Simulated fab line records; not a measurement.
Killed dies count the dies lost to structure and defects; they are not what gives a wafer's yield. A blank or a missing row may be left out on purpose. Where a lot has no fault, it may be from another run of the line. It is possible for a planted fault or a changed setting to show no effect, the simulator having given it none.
Matching of chambers || flow nand-harc || 4 sister chambers for NHARC_THIN_TSV_CMP_01 on cmp-04
The step polishes. 4 wafers are shown with their chamber, then 9 later ones without.

## WAFERS WITH THEIR CHAMBER
{"wafer": "L476.1", "chamber": 0, "motor-current-A (A)": 12.1}
{"wafer": "L483.5", "chamber": 3, "motor-current-A (A)": 12.5}
{"wafer": "L484.3", "chamber": 2, "motor-current-A (A)": 11.6}
{"wafer": "L484.5", "chamber": 1, "motor-current-A (A)": 12.6}

## WAFERS MISSING THEIR CHAMBER
{"wafer": "L486.2", "motor-current-A (A)": 12.3}
{"wafer": "L486.3", "motor-current-A (A)": 12.0}
{"wafer": "L486.5", "motor-current-A (A)": 12.1}
{"wafer": "L489.3", "motor-current-A (A)": 12.5}
{"wafer": "L489.5", "motor-current-A (A)": 12.4}
{"wafer": "L489.6", "motor-current-A (A)": 12.1}
{"wafer": "L488.2", "motor-current-A (A)": 12.2}
{"wafer": "L488.3", "motor-current-A (A)": 12.3}
{"wafer": "L488.6", "motor-current-A (A)": 12.3}

## THE CHAMBER EACH PASSED THROUGH
{"wafer": "L486.2", "from the rows above": "can't be placed: 3 or 0 or 1", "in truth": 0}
{"wafer": "L486.3", "from the rows above": 0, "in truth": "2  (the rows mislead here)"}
{"wafer": "L486.5", "from the rows above": 0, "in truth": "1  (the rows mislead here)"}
{"wafer": "L489.3", "from the rows above": "can't be placed: 3 or 1", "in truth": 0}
{"wafer": "L489.5", "from the rows above": "can't be placed: 3 or 1 or 0", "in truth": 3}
{"wafer": "L489.6", "from the rows above": 0, "in truth": 0}
{"wafer": "L488.2", "from the rows above": "can't be placed: 0 or 3", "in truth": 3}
{"wafer": "L488.3", "from the rows above": "can't be placed: 3 or 0 or 1", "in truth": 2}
{"wafer": "L488.6", "from the rows above": "can't be placed: 3 or 0 or 1", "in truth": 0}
Placed correctly: 1 of 9. These rows do not allow placing 6 (true chamber among the candidates in 4). Number placed wrongly: 2.
How it was worked out, from the rows above alone: a wafer's distance from a chamber is the root of the sum, over the readings, of the square of ((its reading less the chamber's mean) divided by the reading's scatter). The wafer belongs to the nearest chamber; if the next one is less than 2 further off, it can't be placed. A chamber's mean is the mean of its shown wafers. The scatter: root of mean squared gap, hidden wafer to nearest shown wafer, with one shown wafer a chamber.
